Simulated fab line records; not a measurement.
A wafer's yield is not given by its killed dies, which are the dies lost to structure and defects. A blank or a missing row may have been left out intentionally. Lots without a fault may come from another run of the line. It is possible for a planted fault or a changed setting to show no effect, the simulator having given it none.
The tool behind it: which one? / flow n5Finfet / Sampling: 12 lots, 36 wafers, 5 of 1938 route steps

WHAT THE GAUGES READ, wafer by wafer
N5_BEOL_M0_CUTY_INSPECT_59: inspects for defects (macro).
lot=L075; measured=day 6 09:05; on=defectInspect-02; rawDefectCount=1 1 1
lot=L077; measured=day 6 12:20; on=defectInspect-01; rawDefectCount=6 2 0
lot=L079; measured=day 7 03:28; on=defectInspect-02; rawDefectCount=1 2 2
lot=L081; measured=day 7 14:11; on=defectInspect-01; rawDefectCount=1 1 6
lot=L083; measured=day 8 05:40; on=defectInspect-02; rawDefectCount=0 2 2
lot=L085; measured=day 8 22:24; on=defectInspect-02; rawDefectCount=1 0 1
lot=L087; measured=day 9 07:44; on=defectInspect-02; rawDefectCount=4 1 1
lot=L089; measured=day 9 15:13; on=defectInspect-01; rawDefectCount=2 1 4
lot=L091; measured=day 9 23:56; on=defectInspect-02; rawDefectCount=2 3 2
lot=L093; measured=day 10 14:50; on=defectInspect-01; rawDefectCount=4 4 2
lot=L095; measured=day 11 02:31; on=defectInspect-01; rawDefectCount=2 1 2
lot=L097; measured=day 11 14:30; on=defectInspect-02; rawDefectCount=4 2 1

WHICH TOOL RAN EACH LOT (tool, then ch and the chambers of the sampled wafers, then the start)
lot=L075; N5_MOL_CONTACT_COAG_ETCH_90=rieDiel-01 ch 0,1,2, day 5 18:47; N5_MOL_CONTACT_COAG_ETCH_91=rieDiel-01 ch 0,1, day 5 19:38; N5_BEOL_M0_SAQP_ILD_DEP_01=pecvd-02 ch 0,2, day 6 01:42; N5_BEOL_M0_SAQP_DESCUM_19=rieDiel-05 ch 0,1,3, day 6 03:06
lot=L077; N5_MOL_CONTACT_COAG_ETCH_90=rieDiel-04 ch 1,3, day 5 21:44; N5_MOL_CONTACT_COAG_ETCH_91=rieDiel-04 ch 1,3, day 5 22:02; N5_BEOL_M0_SAQP_ILD_DEP_01=pecvd-02 ch 0,2, day 6 04:42; N5_BEOL_M0_SAQP_DESCUM_19=rieDiel-06 ch 0,1, day 6 06:25
lot=L079; N5_MOL_CONTACT_COAG_ETCH_90=rieDiel-01 ch 0,1, day 6 13:19; N5_MOL_CONTACT_COAG_ETCH_91=rieDiel-01 ch 0,1,3, day 6 13:38; N5_BEOL_M0_SAQP_ILD_DEP_01=pecvd-04 ch 0,1, day 6 19:37; N5_BEOL_M0_SAQP_DESCUM_19=rieDiel-05 ch 1,3, day 6 20:55
lot=L081; N5_MOL_CONTACT_COAG_ETCH_90=rieDiel-01 ch 0,1,2, day 7 01:04; N5_MOL_CONTACT_COAG_ETCH_91=rieDiel-01 ch 0,1,3, day 7 01:23; N5_BEOL_M0_SAQP_ILD_DEP_01=pecvd-01 ch 0,1, day 7 07:47; N5_BEOL_M0_SAQP_DESCUM_19=rieDiel-02 ch 0,2,3, day 7 08:49
lot=L083; N5_MOL_CONTACT_COAG_ETCH_90=rieDiel-04 ch 1,3, day 7 11:31; N5_MOL_CONTACT_COAG_ETCH_91=rieDiel-04 ch 0,3, day 7 13:08; N5_BEOL_M0_SAQP_ILD_DEP_01=pecvd-04 ch 0,1,2, day 7 21:04; N5_BEOL_M0_SAQP_DESCUM_19=rieDiel-05 ch 0,1,2, day 7 23:45
lot=L085; N5_MOL_CONTACT_COAG_ETCH_90=rieDiel-03 ch 1,2,3, day 8 07:48; N5_MOL_CONTACT_COAG_ETCH_91=rieDiel-04 ch 0,2, day 8 08:32; N5_BEOL_M0_SAQP_ILD_DEP_01=pecvd-02 ch 1,2, day 8 14:25; N5_BEOL_M0_SAQP_DESCUM_19=rieDiel-02 ch 1,2,3, day 8 16:04
lot=L087; N5_MOL_CONTACT_COAG_ETCH_90=rieDiel-01 ch 2,3, day 8 16:05; N5_MOL_CONTACT_COAG_ETCH_91=rieDiel-04 ch 1,2,3, day 8 17:14; N5_BEOL_M0_SAQP_ILD_DEP_01=pecvd-04 ch 0,1,2, day 8 23:40; N5_BEOL_M0_SAQP_DESCUM_19=rieDiel-06 ch 0,2, day 9 01:08
lot=L089; N5_MOL_CONTACT_COAG_ETCH_90=rieDiel-04 ch 0,3, day 9 00:08; N5_MOL_CONTACT_COAG_ETCH_91=rieDiel-01 ch 0,1,3, day 9 00:37; N5_BEOL_M0_SAQP_ILD_DEP_01=pecvd-04 ch 0,1,2, day 9 07:05; N5_BEOL_M0_SAQP_DESCUM_19=rieDiel-06 ch 0,3, day 9 09:11
lot=L091; N5_MOL_CONTACT_COAG_ETCH_90=rieDiel-04 ch 2,3, day 9 08:16; N5_MOL_CONTACT_COAG_ETCH_91=rieDiel-01 ch 0,1,3, day 9 08:44; N5_BEOL_M0_SAQP_ILD_DEP_01=pecvd-01 ch 0,1, day 9 17:02; N5_BEOL_M0_SAQP_DESCUM_19=rieDiel-06 ch 0,1, day 9 18:40
lot=L093; N5_MOL_CONTACT_COAG_ETCH_90=rieDiel-04 ch 0,1, day 10 00:49; N5_MOL_CONTACT_COAG_ETCH_91=rieDiel-01 ch 0,1, day 10 01:10; N5_BEOL_M0_SAQP_ILD_DEP_01=pecvd-02 ch 0,2, day 10 07:13; N5_BEOL_M0_SAQP_DESCUM_19=rieDiel-05 ch 0,2, day 10 08:43
lot=L095; N5_MOL_CONTACT_COAG_ETCH_90=rieDiel-04 ch 0,1,2, day 10 11:26; N5_MOL_CONTACT_COAG_ETCH_91=rieDiel-03 ch 0,2,3, day 10 11:47; N5_BEOL_M0_SAQP_ILD_DEP_01=pecvd-04 ch 0,1, day 10 17:41; N5_BEOL_M0_SAQP_DESCUM_19=rieDiel-02 ch 2,3, day 10 19:29
lot=L097; N5_MOL_CONTACT_COAG_ETCH_90=rieDiel-04 ch 0,1, day 10 23:19; N5_MOL_CONTACT_COAG_ETCH_91=rieDiel-03 ch 2,3, day 10 23:37; N5_BEOL_M0_SAQP_ILD_DEP_01=pecvd-02 ch 0,1,2, day 11 07:50; N5_BEOL_M0_SAQP_DESCUM_19=rieDiel-02 ch 1,2,3, day 11 09:13
- N5_MOL_CONTACT_COAG_ETCH_90: etches SiARC in CF4, target depth 13 nm, time 21.7 s.
- N5_MOL_CONTACT_COAG_ETCH_91: etches SOC in N2/H2, target depth 60 nm, overetch 21 nm, time 101.2 s.
- N5_BEOL_M0_SAQP_ILD_DEP_01: deposits SiOC from DEMS/O2, target thk 45.419 nm, time 8.7 s.
- N5_BEOL_M0_SAQP_DESCUM_19: chemistry O2, time 7.9 s.

THE ANSWER, worked out from the rows above alone
Rule: the lots themselves supply what counts as usual. The widest of any qualifying gaps counts: lots, ordered by their means at a reading, are off when they make up no more than a third of the lots, leave a main group of 4 or more, and stand apart from it by 3 or more times the standard deviation of that group's means. A main group is skipped when, at the precision printed for the reading in the tables above, its means are all equal. A lot without any number at a reading at which 4 lots or more have one is off too. All remaining lots with rows at the step are treated as sound.
No lot is off at any reading shown: from this, nothing can be told.

WHAT THE SIMULATOR PUT IN
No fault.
